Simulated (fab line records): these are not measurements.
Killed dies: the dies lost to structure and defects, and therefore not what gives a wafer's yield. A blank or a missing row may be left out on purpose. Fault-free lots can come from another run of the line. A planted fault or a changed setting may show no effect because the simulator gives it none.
Which tool did it? / flow n5Finfet / 36 wafers from 12 lots sampled at 5 of the route's 1938 steps

== WHAT THE GAUGES SHOWED, per wafer ==
N5_BEOL_M15_OVL_MEAS_11.
lot=L074; measured=day 11 20:43; on=overlay-02; V14_OVL (nm)=-2 -3 -8
lot=L078; measured=day 12 05:01; on=overlay-02; V14_OVL (nm)=-1 2 6
lot=L076; measured=day 12 15:10; on=overlay-01; V14_OVL (nm)=9 0 5
lot=L081; measured=day 12 20:19; on=overlay-01; V14_OVL (nm)=0 8 3
lot=L083; measured=day 13 13:40; on=overlay-02; V14_OVL (nm)=8 13 13
lot=L087; measured=day 14 06:47; on=overlay-02; V14_OVL (nm)=11 1 -3
lot=L088; measured=day 14 13:18; on=overlay-01; V14_OVL (nm)=10 9 8
lot=L089; measured=day 15 00:43; on=overlay-02; V14_OVL (nm)=4 -5 -2
lot=L091; measured=day 15 13:10; on=overlay-01; V14_OVL (nm)=5 2 -3
lot=L092; measured=day 16 04:38; on=overlay-02; V14_OVL (nm)=4 -1 -3
lot=L094; measured=day 16 14:43; on=overlay-01; V14_OVL (nm)=5 7 6
lot=L097; measured=day 16 22:13; on=overlay-01; V14_OVL (nm)=13 -2 10

== WHAT TOOL EACH LOT RAN ON (gives the tool, then ch and the chambers of the sampled wafers, and finally the start) ==
lot=L074; N5_BEOL_M13_SPUTTER_43=pvdSputter-03, day 11 13:28; N5_BEOL_M14_SPUTTER_43=pvdSputter-03, day 11 18:46; N5_BEOL_M14_SPUTTER_44=pvdSputter-03, day 11 18:50; N5_BEOL_M14_CMP_49=cmp-01 ch 0,2,3, day 11 19:34
lot=L078; N5_BEOL_M13_SPUTTER_43=pvdSputter-01, day 11 19:59; N5_BEOL_M14_SPUTTER_43=pvdSputter-02, day 12 03:02; N5_BEOL_M14_SPUTTER_44=pvdSputter-02, day 12 03:07; N5_BEOL_M14_CMP_49=cmp-01 ch 0,1,3, day 12 03:59
lot=L076; N5_BEOL_M13_SPUTTER_43=pvdSputter-01, day 12 03:20; N5_BEOL_M14_SPUTTER_43=pvdSputter-02, day 12 12:44; N5_BEOL_M14_SPUTTER_44=pvdSputter-02, day 12 12:49; N5_BEOL_M14_CMP_49=cmp-01 ch 0,1,3, day 12 13:58
lot=L081; N5_BEOL_M13_SPUTTER_43=pvdSputter-02, day 12 13:43; N5_BEOL_M14_SPUTTER_43=pvdSputter-01, day 12 18:21; N5_BEOL_M14_SPUTTER_44=pvdSputter-01, day 12 18:26; N5_BEOL_M14_CMP_49=cmp-01 ch 1,2,3, day 12 19:09
lot=L083; N5_BEOL_M13_SPUTTER_43=pvdSputter-03, day 13 06:55; N5_BEOL_M14_SPUTTER_43=pvdSputter-03, day 13 11:16; N5_BEOL_M14_SPUTTER_44=pvdSputter-03, day 13 11:20; N5_BEOL_M14_CMP_49=cmp-04 ch 2,3, day 13 12:20
lot=L087; N5_BEOL_M13_SPUTTER_43=pvdSputter-01, day 14 00:29; N5_BEOL_M14_SPUTTER_43=pvdSputter-02, day 14 04:48; N5_BEOL_M14_SPUTTER_44=pvdSputter-02, day 14 04:53; N5_BEOL_M14_CMP_49=cmp-02 ch 1,2,3, day 14 05:40
lot=L088; N5_BEOL_M13_SPUTTER_43=pvdSputter-01, day 14 07:05; N5_BEOL_M14_SPUTTER_43=pvdSputter-01, day 14 11:14; N5_BEOL_M14_SPUTTER_44=pvdSputter-01, day 14 11:19; N5_BEOL_M14_CMP_49=cmp-01 ch 1,3, day 14 12:16
lot=L089; N5_BEOL_M13_SPUTTER_43=pvdSputter-01, day 14 16:25; N5_BEOL_M14_SPUTTER_43=pvdSputter-01, day 14 22:45; N5_BEOL_M14_SPUTTER_44=pvdSputter-01, day 14 22:50; N5_BEOL_M14_CMP_49=cmp-01 ch 0,2,3, day 14 23:33
lot=L091; N5_BEOL_M13_SPUTTER_43=pvdSputter-02, day 15 05:12; N5_BEOL_M14_SPUTTER_43=pvdSputter-01, day 15 10:54; N5_BEOL_M14_SPUTTER_44=pvdSputter-01, day 15 10:59; N5_BEOL_M14_CMP_49=cmp-02 ch 1,3, day 15 11:59
lot=L092; N5_BEOL_M13_SPUTTER_43=pvdSputter-01, day 15 18:47; N5_BEOL_M14_SPUTTER_43=pvdSputter-02, day 16 02:35; N5_BEOL_M14_SPUTTER_44=pvdSputter-02, day 16 02:40; N5_BEOL_M14_CMP_49=cmp-04 ch 0,2,3, day 16 03:29
lot=L094; N5_BEOL_M13_SPUTTER_43=pvdSputter-02, day 16 03:33; N5_BEOL_M14_SPUTTER_43=pvdSputter-01, day 16 12:45; N5_BEOL_M14_SPUTTER_44=pvdSputter-01, day 16 12:50; N5_BEOL_M14_CMP_49=cmp-04 ch 0,1, day 16 13:33
lot=L097; N5_BEOL_M13_SPUTTER_43=pvdSputter-01, day 16 15:17; N5_BEOL_M14_SPUTTER_43=pvdSputter-01, day 16 20:22; N5_BEOL_M14_SPUTTER_44=pvdSputter-01, day 16 20:26; N5_BEOL_M14_CMP_49=cmp-01 ch 0,1,3, day 16 21:08
- N5_BEOL_M13_SPUTTER_43: material TaN, target thk 15 nm, time 24.19 s.
- N5_BEOL_M14_SPUTTER_43: material TaN, target thk 15 nm, time 24.19 s.
- N5_BEOL_M14_SPUTTER_44: material Ta, target thk 15 nm, time 24.19 s.
- N5_BEOL_M14_CMP_49: polishes, stops on SiO2, t overpolish 5.2 s, target thk 560 nm.

== THE ANSWER, worked out from the rows above alone ==
Rule: usual is defined by the lots themselves. The widest of any qualifying gaps counts: lots, ordered by their means at a reading, are off when they make up no more than a third of the lots, leave a main group of 4 or more, and stand apart from it by 3 or more times the standard deviation of that group's means. The tables above print the reading to a certain number of digits; a main group whose means all agree to those digits is not used. Also off: a lot with no number at a reading for which 4 or more lots have one. Where the step has rows for the other lots, those lots are counted as sound.
Across all readings shown, no lot is off: no conclusion can be drawn from this.

== WHAT HAD BEEN PUT IN BY THE SIMULATOR ==
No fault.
